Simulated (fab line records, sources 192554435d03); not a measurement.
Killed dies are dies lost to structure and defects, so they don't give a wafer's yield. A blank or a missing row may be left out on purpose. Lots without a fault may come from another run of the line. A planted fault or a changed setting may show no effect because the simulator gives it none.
Split-lot experiment | flow n5_finfet | 7 lots, 21 wafers read, on a route of 1938 steps

THE SPLIT
At N5_SD_EPI_N_EPI_21 (deposits Si:P, time 690 s), the setting epi_growth_time_s was moved away from the recipe's 690 s on 8 of the 21 wafers read, by -7.4% to +9.0%. The other wafers ran this setting at the recipe's value.

FROM THE SPLIT TO THE READING: what the file shows between them, 10 steps
- N5_SD_EPI_N_EPI_MEAS_23
- N5_SD_EPI_N_PRECLEAN_24: cleans in O3/DIW, time 60 s
- N5_SD_EPI_N_SRD_25: time 30 s
- N5_SD_EPI_N_PRECLEAN_49: cleans in NF3:NH3, afs cycles 1, time 20 s, sublimation time 60 s
- N5_SD_EPI_P_EPI_21: deposits SiGe:B, time 355 s
- N5_SD_EPI_P_HM_STRIP_48: strips SiNx in H3PO4, material SiNx, target depth 3 nm
- N5_SD_EPI_P_SRD_49: time 30 s
- N5_SD_EPI_P_PRECLEAN_24: cleans in O3/DIW, time 45 s
- N5_SD_ACTIVATION_RTA_00: time 0 s
- N5_SD_ACTIVATION_LSA_01: time 0.0008 s

THE READING
RS_SD_N, in ohm/sq, at N5_SD_ACTIVATION_RS_MEAS_03 (measures by four-point-probe). Fault-free wafers of this fab line usually give 21.94 ohm/sq, standard deviation 0.27 ohm/sq.

wafer  | tool, chamber at the split | epi_growth_time_s as run, s | against the recipe | RS_SD_N, ohm/sq | against lot-mates on the recipe
L083.2 | epi_rpcvd-03, 0            | 639.1                       | -7.4%              | 22.87           | +0.99
L083.5 | epi_rpcvd-03, 0            | 639.1                       | -7.4%              | 22.79           | +0.91
L083.6 | epi_rpcvd-03, 0            | 690                         | recipe             | 21.88           | -
L084.2 | epi_rpcvd-04, 0            | 664.9                       | -3.6%              | 22.54           | +0.70
L084.4 | epi_rpcvd-04, 0            | 690                         | recipe             | 21.84           | -
L084.5 | epi_rpcvd-04, 0            | 664.9                       | -3.6%              | 22.80           | +0.96
L086.1 | epi_rpcvd-04, 0            | 690                         | recipe             | 21.73           | -
L086.4 | epi_rpcvd-04, 0            | 690                         | recipe             | 21.85           | -
L086.6 | epi_rpcvd-04, 0            | 690                         | recipe             | 22.29           | -
L089.1 | epi_rpcvd-01, 0            | 690                         | recipe             | 22.29           | -
L089.4 | epi_rpcvd-01, 0            | 690                         | recipe             | 22.25           | -
L089.5 | epi_rpcvd-01, 0            | 690                         | recipe             | 21.96           | -
L091.1 | epi_rpcvd-03, 0            | 690                         | recipe             | 22.20           | -
L091.2 | epi_rpcvd-03, 0            | 690                         | recipe             | 21.85           | -
L091.3 | epi_rpcvd-03, 0            | 690                         | recipe             | 21.87           | -
L093.1 | epi_rpcvd-03, 0            | 713.7                       | +3.4%              | 21.99           | -0.26
L093.4 | epi_rpcvd-03, 0            | 690                         | recipe             | 22.25           | -
L093.6 | epi_rpcvd-03, 0            | 713.7                       | +3.4%              | 21.97           | -0.28
L096.4 | epi_rpcvd-04, 0            | 752.3                       | +9.0%              | 20.20           | -1.43
L096.5 | epi_rpcvd-04, 0            | 752.3                       | +9.0%              | 20.17           | -1.46
L096.6 | epi_rpcvd-04, 0            | 690                         | recipe             | 21.63           | -

THE FIT
A straight line over all 21 wafers: RS_SD_N changes by -0.155 ohm/sq for each +1% of epi_growth_time_s; r = -0.90; the points scatter about the line by 0.31 ohm/sq.
The same after taking each lot's own level away (the mean of its wafers on the recipe; 21 wafers): -0.149 ohm/sq for each +1%; r = -0.96; scatter 0.19 ohm/sq.
On that fit, the largest move of epi_growth_time_s shifts the reading by 1.3 ohm/sq.
The lots' own levels span 21.630 to 22.250 ohm/sq, that is 2.3 times the standard deviation above.
So the lot-to-lot level changes the slope little: the two slopes agree.
Check: with one of the wafers moved furthest among these (+9.0%) left out of the fit, the line predicts -1.28 ohm/sq for it against its lot-mates. It came out at -1.43 ohm/sq against them.

THE WHOLE CHAIN: every reading that the file lists as answering this split, in the file's order
step                        | what it does                                           | reading                                                                         | change (the file's fit)               | r (the file's)
N5_SD_EPI_N_EPI_21          | deposits Si:P, time 690 s                              | Si-P_of_SD_EPI_N_EPI_21.thk_nm (the simulator's own value, which no gauge read) | +0.451 nm for each +1% of the setting | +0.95
N5_SD_EPI_N_EPI_MEAS_23     |                                                        | thk_nm                                                                          | withheld for each +1% of the setting  | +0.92
N5_SD_EPI_N_PRECLEAN_24     | cleans in O3/DIW, time 60 s                            | Si-P_of_SD_EPI_N_EPI_21.thk_nm (the simulator's own value, which no gauge read) | +0.436 nm for each +1% of the setting | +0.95
N5_SD_EPI_P_HM_STRIP_48     | strips SiNx in H3PO4, material SiNx, target depth 3 nm | Si-P_of_SD_EPI_N_EPI_21.thk_nm (the simulator's own value, which no gauge read) | +0.422 nm for each +1% of the setting | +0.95
N5_SD_ACTIVATION_RS_MEAS_03 | measures by four-point-probe                           | RS_SD_N                                                                         | -0.149 for each +1% of the setting    | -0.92

THE FILE'S OWN FIT
RS_SD_N changes by -0.149 ohm/sq for each +1% of epi_growth_time_s, r = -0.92.
